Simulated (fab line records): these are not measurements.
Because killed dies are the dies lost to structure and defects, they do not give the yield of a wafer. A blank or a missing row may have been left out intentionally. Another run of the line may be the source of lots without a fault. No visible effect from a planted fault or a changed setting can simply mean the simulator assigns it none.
Struck lot and sound lot, side by side	flow n5 finfet	29 steps out of a route of 1938
Sound: the wafers L823.1, L823.4, L823.6. Struck: wafer L821.1 (L821.3, L821.5, from the same lot, were not struck and are left out); the cause is given at the end.
Each step with rows lists, per side, the tool, then ch with its chambers, then its first start. Under that, the readings that differ: sound wafers	struck wafers	difference of the means	sigmas: that difference in standard deviations of wafers without a fault.
alike: readings with means less than 2 such deviations apart, plus words and numbers identical on both sides. not compared: withheld readings, readings lacking a value on some wafer, bounds such as >300 that could conceal the same value, and numbers that have no deviation in the record and whose values overlap.
The two part at a step that has a row with sigmas, a row that says differs or no value, or rows on one side only. Numbers that have no deviation but don't overlap get no sigmas and don't part them. A reading that every wafer of one side lacks parts them only if that side has two wafers or more.

first, 10 steps without rows for these wafers: N5_SD_EPI_P_DESCUM_14 (chemistry O2, time 7.9 s); N5_SD_EPI_P_ETCH_36 (etches SiARC in CF4, target depth 45.5 nm, time 75.8 s); N5_SD_EPI_P_ETCH_37 (etches SOC in N2/H2, overetch 108 nm, time 486 s); N5_SD_EPI_P_STRIP_38 (strips in N2/H2); N5_SD_EPI_P_ETCHBACK_46 (etches SiNx in CH3F/O2, stops on SiO2, target depth 17.5 nm); N5_SD_EPI_P_ETCH_47 (etches SiOCN in CH3F/O2, target depth 25 nm); N5_SD_EPI_P_ETCH_16 (etches SiO2 in CHF3/O2, target depth 5 nm); N5_SD_EPI_P_STRIP_50 (strips in CHF3/O2); N5_SD_EPI_P_SD_RECESS_17 (chemistry HBr/Cl2/O2, target depth 39.1 nm, bt time 3 s); N5_SD_EPI_P_WET_ETCH_45 (etches SiO2 in dHF, time 10.7 s, target depth 2 nm, rinse time 30 s).
N5_SD_EPI_P_STRIP_40: strips in N2/H2.
  sound on plasma asher-02 ch 0,1, day 9 05:12; struck on plasma asher-01 ch 0, day 8 14:04
reading	sound	struck	difference	sigmas
drypump motor current A (A)	6.44 6.38 6.46	5.75	-0.68	-2
  alike: heater power w, oes product au
  not compared: rf hours counter h
then, 11 steps without rows for these wafers: N5_SD_EPI_P_PRECLEAN_52 (cleans in O3/DIW, time 60 s); N5_SD_EPI_P_SRD_20 (time 30 s); N5_SD_EPI_P_PRECLEAN_51 (cleans in NF3:NH3, afs cycles 1, time 20 s, sublimation time 60 s); N5_SD_EPI_P_VAPOR_ETCH_44 (etches SiGe30 in NF3/Ar, time 3.3 s); N5_SD_EPI_P_EPI_21 (deposits SiGe:B, time 355 s); N5_SD_EPI_P_HM_STRIP_48 (strips SiNx in H3PO4, material SiNx, target depth 3 nm); N5_SD_EPI_P_SRD_49 (time 30 s); N5_SD_EPI_P_PRECLEAN_24 (cleans in O3/DIW, time 45 s); N5_SD_EPI_P_PRECLEAN_32 (cleans in dHF, time 10 s); N5_SD_EPI_P_PRECLEAN_33 (cleans in SC2, time 45 s); N5_SD_EPI_P_SRD_25 (time 30 s).
N5_SD_EPI_P_INSPECT_26: inspects for defects (darkfield).
  sound: defect inspect-02 at day 9 08:05; struck: defect inspect-02 at day 8 16:56
reading	sound	struck	difference	sigmas
raw defect count	159 142 189	501	+338	+10
then, 2 steps without rows for these wafers: N5_SD_ACTIVATION_RTA_00 (time 0 s); N5_SD_ACTIVATION_LSA_01 (time 0.0008 s).
N5_SD_ACTIVATION_INSPECT_02: inspects for defects (darkfield).
  sound: defect inspect-02 at day 9 09:02; struck: defect inspect-01 at day 8 17:42
reading	sound	struck	difference	sigmas
raw defect count	161 134 195	498	+335	+10
then, 1 step without rows for these wafers: N5_ILD0_LINER_00 (material SiNx, target thk 4 nm, pulse time 1 s, purge time 2 s).
-- the record jumps here: 4 days lie between the struck wafers' starts before and after (it left off in module ILD0 and takes up again in module BEOL_M4, whose first step shown is number 1111 of the route) --
N5_BEOL_M4_RC_MEAS_101:
  sound on prober-01 ch 0, day 13 22:13; struck on prober-02 ch 0, day 12 20:36
reading	sound	struck	difference	sigmas
DIBL_P (mV/V)	33.6 34.4 36.1	38.7	+4.0	+2
  alike: DIBL_N, IOFF_N, IOFF_P, ION_N, ION_P, SS_N, SS_P, VT_N, VT_P
-- the record jumps here: 4 days lie between the struck wafers' starts before and after (it left off in module BEOL_M4 and takes up again in module PASSIVATION, whose first step shown is number 1936 of the route) --
N5_PASSIVATION_PROBE_49:
  record: rows for the struck wafers here (prober-01, day 17 05:07), none for the sound ones

WHERE THEY PART
First at N5_SD_EPI_P_STRIP_40; last, within this record, at N5_PASSIVATION_PROBE_49.

WHY: whatever the simulator had introduced
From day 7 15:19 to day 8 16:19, plasma asher-01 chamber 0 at N5_SD_EPI_P_STRIP_40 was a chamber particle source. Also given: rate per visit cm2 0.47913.
